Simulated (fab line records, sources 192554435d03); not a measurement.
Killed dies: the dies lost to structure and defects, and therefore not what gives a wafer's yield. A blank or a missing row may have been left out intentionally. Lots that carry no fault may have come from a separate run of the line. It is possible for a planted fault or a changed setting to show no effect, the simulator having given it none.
A struck lot beside a sound one	flow n5 finfet	42 out of 1938 route steps
Sound: the wafers L174.1, L174.3, L174.5. Struck: wafer L188.3 (left out: L188.5, L188.6 of the same lot, which were not struck); the cause appears at the end.
For every step that has rows: the tool of each side, followed by ch and its chambers, followed by its first start. Under that, the readings that differ: sound wafers	struck wafers	difference of the means	sigmas: that difference in standard deviations of wafers without a fault.
alike: readings with means less than 2 such deviations apart, plus words and numbers identical on both sides. not compared: withheld readings, readings lacking a value on some wafer, bounds such as >300 that could conceal the same value, and numbers that have no deviation in the record and whose values overlap.
The two part at a step that has a row with sigmas, a row that says differs or no value, or rows on one side only. Numbers that don't overlap but have no deviation are shown without sigmas and don't part them. Lack of a reading on every wafer of one side parts them only where that side has two or more wafers.

first, 4 steps without rows for these wafers: N5_HKMG_FIN_SOFTBAKE_07 (time 60 s); N5_HKMG_FIN_EXPOSE_09 (exposes mask NWFM); N5_HKMG_FIN_PEB_10 (peb time 60 s); N5_HKMG_FIN_DEVELOP_11 (develop time 30 s).
N5_HKMG_FIN_CD_MEAS_12 targets a cd of 92.8 nm.
  sound on cd sem-02 ch 0, day 5 07:14; struck on cd sem-03 ch 0, day 8 17:13
  alike: cd nm
N5_HKMG_FIN_OVL_MEAS_13:
  sound on overlay-02 ch 0, day 5 07:16; struck on overlay-01 ch 0, day 8 17:14
  alike: NWFM_OVL
N5_HKMG_FIN_INSPECT_14: inspects for defects (macro).
  sound on defect inspect-01, day 5 07:18; struck on defect inspect-02, day 8 17:16
  alike: raw defect count
then, 1 step without rows for these wafers: N5_HKMG_FIN_DESCUM_17 (chemistry O2, time 7.9 s).
N5_HKMG_FIN_ETCH_31: etches SiARC in CF4, target depth 45.5 nm, time 75.8 s.
  sound on rie diel-06 ch 0,3, day 5 07:33; struck on rie diel-06 ch 3, day 8 17:32
  alike: drypump motor current A, etch rf on time s, mfc ar sccm, oes product au, rf fwd power W, rf vpp V, showerhead plenum p Torr, throttle valve pct
  not compared: rf hours counter h
then, 3 steps without rows for these wafers: N5_HKMG_FIN_ETCH_32 (etches SOC in N2/H2, target depth 240 nm, time 300 s); N5_HKMG_FIN_STRIP_33 (strips in N2/H2); N5_HKMG_FIN_STRIP_34 (strips in CF4).
N5_HKMG_FIN_ETCH_35: etches SOC in N2/H2, target depth 215.8 nm, time 243.4 s.
  sound on rie diel-06 ch 0,3, day 5 07:49; struck on rie diel-06 ch 3, day 8 17:48
reading	sound	struck	difference	sigmas
model.etch.depth nm (nm)	218.2 214.5 221.1	355.8	+137.9	
model.HKMG_FIN.feature depth nm (nm)	218.2 214.6 221.2	355.8	+137.8	
model.SOC_of_HKMG_FIN_COAT_29.thk nm (nm)	80.8 84 76.2	0	-80	
  alike: drypump motor current A, oes product au, rf fwd power W, rf vpp V, showerhead plenum p Torr, throttle valve pct
  not compared: rf hours counter h
N5_HKMG_FIN_STRIP_92: strips SOC in N2/H2, time 20 s.
  sound on rie diel-06 ch 0,3, day 5 07:58; struck on rie diel-06 ch 3, day 8 17:57
reading	sound	struck	difference	sigmas
model.SOC_of_HKMG_FIN_COAT_29.thk nm (nm)	70.4 74 66	0	-70	
  alike: bias power w, drypump motor current A, oes product au, rf fwd power W, rf vpp V, showerhead plenum p Torr, throttle valve pct
  not compared: rf hours counter h
then, 5 steps without rows for these wafers: N5_HKMG_FIN_WET_ETCH_18 (etches TiN in SC1, time 55 s, target depth 5.2 nm, rinse time 30 s); N5_HKMG_FIN_STRIP_19 (strips in N2/H2, time 360 s); N5_HKMG_FIN_ALD_91 (deposits TiN, target thk 1 nm, pulse time 1 s, purge time 3 s); N5_HKMG_FIN_COAT_85 (time 60 s, resist thk 300 nm); N5_HKMG_FIN_ETCH_86 (etches SOC in N2/H2, stops on TiN, target depth 393.2 nm).
N5_HKMG_FIN_STRIP_89: strips SOC in N2/H2, time 20 s.
  sound on rie diel-05 ch 0,1,2, day 5 08:55; struck on rie diel-01 ch 2, day 8 18:53
  alike: bias power w, drypump motor current A, oes product au, rf fwd power W, rf vpp V, showerhead plenum p Torr, throttle valve pct
  not compared: rf hours counter h
then, 2 steps without rows for these wafers: N5_HKMG_FIN_WET_ETCH_87 (etches TiN in SC1, time 154.2 s, target depth 4.7 nm, rinse time 30 s); N5_HKMG_FIN_STRIP_88 (strips in N2/H2, time 360 s).
N5_HKMG_FIN_NWFM_ALD_20: deposits TiAlC, target thk 2 nm, pulse time 3 s, purge time 2 s.
  sound on ald metal-04 ch 0,1,3, day 5 09:29; struck on ald metal-03 ch 0, day 8 19:27
reading	sound	struck	difference	sigmas
precursor pulse height rel	0.986 0.985 1.016	0.947	-0.049	-2
  alike: heater power w, susceptor temp C
then, 9 steps without rows for these wafers: N5_HKMG_FIN_ALD_71 (deposits TiN, target thk 1 nm, pulse time 1 s, purge time 3 s); N5_HKMG_FIN_COAT_66 (time 60 s, resist thk 300 nm); N5_HKMG_FIN_ETCH_67 (etches SOC in N2/H2, stops on TiN, target depth 388.9 nm); N5_HKMG_FIN_STRIP_90 (strips SOC in N2/H2, time 20 s); N5_HKMG_FIN_WET_ETCH_73 (etches the open film in SC1, time 42.3 s, target depth 1.3 nm, rinse time 30 s); N5_HKMG_FIN_ETCHBACK_68 (etches the open film in Cl2/Ar, stops on HfO2, target depth 0.5 nm); N5_HKMG_FIN_STRIP_69 (strips in N2/H2, time 360 s); N5_HKMG_FIN_ALD_21 (deposits TiN, target thk 1.5 nm, pulse time 1 s, purge time 3 s); N5_HKMG_FIN_ALD_72 (deposits W, target thk 2 nm, pulse time 1 s, purge time 2 s).
N5_HKMG_FIN_W_FILL_22: material W, target thk 60 nm, time 18.2 s.
  sound on cvd w-02 ch 0,1, day 5 11:08; struck on cvd w-02 ch 0, day 8 21:07
  alike: heater power w, susceptor temp C, throttle valve pct
then, 4 steps without rows for these wafers: N5_HKMG_FIN_PRECLEAN_83 (cleans in DIW, time 57.5 s); N5_HKMG_FIN_SRD_84 (dry time 32 s); N5_HKMG_FIN_CMP_23 (polishes, stops on SiNx, t overpolish 10 s, target thk 46.326 nm); N5_HKMG_FIN_CMP_94 (polishes, stops on SiNx, t overpolish 4.7 s, target thk 43.299 nm).
N5_HKMG_FIN_INSPECT_28: inspects for defects (darkfield).
  sound on defect inspect-02, day 5 11:56; struck on defect inspect-01, day 8 21:56
  alike: raw defect count
N5_GATE_CUT_ETCHBACK_00: etches W in SF6/Cl2.
  sound on rie metal-02 ch 0, day 5 11:59; struck on rie metal-02 ch 0, day 8 22:00
  alike: drypump motor current A, he backside leak sccm, oes product au, rf fwd power W, throttle valve pct
  not compared: rf hours counter h
then, 2 steps without rows for these wafers: N5_GATE_CUT_ETCH_56 (etches TiN in Cl2/Ar, target depth 21.6 nm); N5_GATE_CUT_ETCHBACK_30 (etches TiN in Cl2/Ar, target depth 3 nm).
-- record jumps: 4 days separate the struck wafers' starts on either side; left off in module GATE_CUT, taken up again in module BEOL_M4, whose first shown step is the route's number 1111 --
N5_BEOL_M4_RC_MEAS_101:
  sound on prober-01 ch 0, day 8 23:05; struck on prober-02 ch 0, day 12 16:58
reading	sound	struck	difference	sigmas
EOT_N	10.63 10.57 10.64	10.21	-0.40	-4
EOT_P	10.64 10.43 10.66	10.18	-0.40	-4
IGATE_N (nA/um)	0.0095 0.0129 0.0102	0.0456	+0.0347	+19
IGATE_P (nA/um)	0.0028 0.0038 0.0030	0.0134	+0.0102	+18
VT_P (mV)	-254 -255 -254	-247	+7	+2
  alike: DIBL_N, DIBL_P, IOFF_N, IOFF_P, ION_N, ION_P, SS_N, SS_P, VT_N

WHERE THEY PART
First at N5_HKMG_FIN_NWFM_ALD_20; last, within this record, at N5_BEOL_M4_RC_MEAS_101.

WHY: what the simulator had put in
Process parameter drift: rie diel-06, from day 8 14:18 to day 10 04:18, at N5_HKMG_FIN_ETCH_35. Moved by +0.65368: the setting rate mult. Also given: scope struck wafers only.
